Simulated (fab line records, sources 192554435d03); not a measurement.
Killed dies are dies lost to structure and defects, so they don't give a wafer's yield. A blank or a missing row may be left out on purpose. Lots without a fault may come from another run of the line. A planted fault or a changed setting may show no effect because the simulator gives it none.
Which tool did it? | flow n5_finfet | 9 lots, 27 wafers sampled, at 1 step of a route of 1938

WHAT THE GAUGES READ, wafer by wafer
N5_BEOL_M4_RC_MEAS_101.
lot  | measured     | on        | DIBL_N (mV/V)
L603 | day 9 16:22  | prober-02 | 36.9 37.0 35.6
L605 | day 10 08:52 | prober-01 | 39.4 35.7 37.3
L611 | day 11 22:40 | prober-02 | 34.6 34.3 36.5
L612 | day 12 06:45 | prober-02 | 37.3 36.9 36.6
L615 | day 12 23:14 | prober-01 | 41.2 38.5 39.1
L618 | day 13 16:11 | prober-01 | 38.4 35.0 35.9
L617 | day 13 19:29 | prober-01 | 33.9 34.3 34.3
L620 | day 14 04:17 | prober-01 | 36.0 34.9 35.7
L621 | day 14 08:29 | prober-01 | 36.3 36.5 38.5

WHICH TOOL RAN EACH LOT (tool, then ch and the chambers of the sampled wafers, then the start)
The record holds no process step before these readings.

THE ANSWER, worked out from the rows above alone
Rule: what is usual is taken from the lots themselves. Put in order of their means at a reading, lots are off if they are a third of the lots or fewer, leave a main group of 4 or more, and stand apart from it by a gap of 3 or more times the standard deviation of the main group's means; of several such gaps the widest counts. A main group whose means are all the same, to the digits that the tables above print for the reading, isn't used. A lot without any number at a reading at which 4 lots or more have one is off too. The other lots that the step has rows for count as sound.
No lot is off at any reading shown: from this, nothing can be told.

WHAT THE SIMULATOR HAD PUT IN
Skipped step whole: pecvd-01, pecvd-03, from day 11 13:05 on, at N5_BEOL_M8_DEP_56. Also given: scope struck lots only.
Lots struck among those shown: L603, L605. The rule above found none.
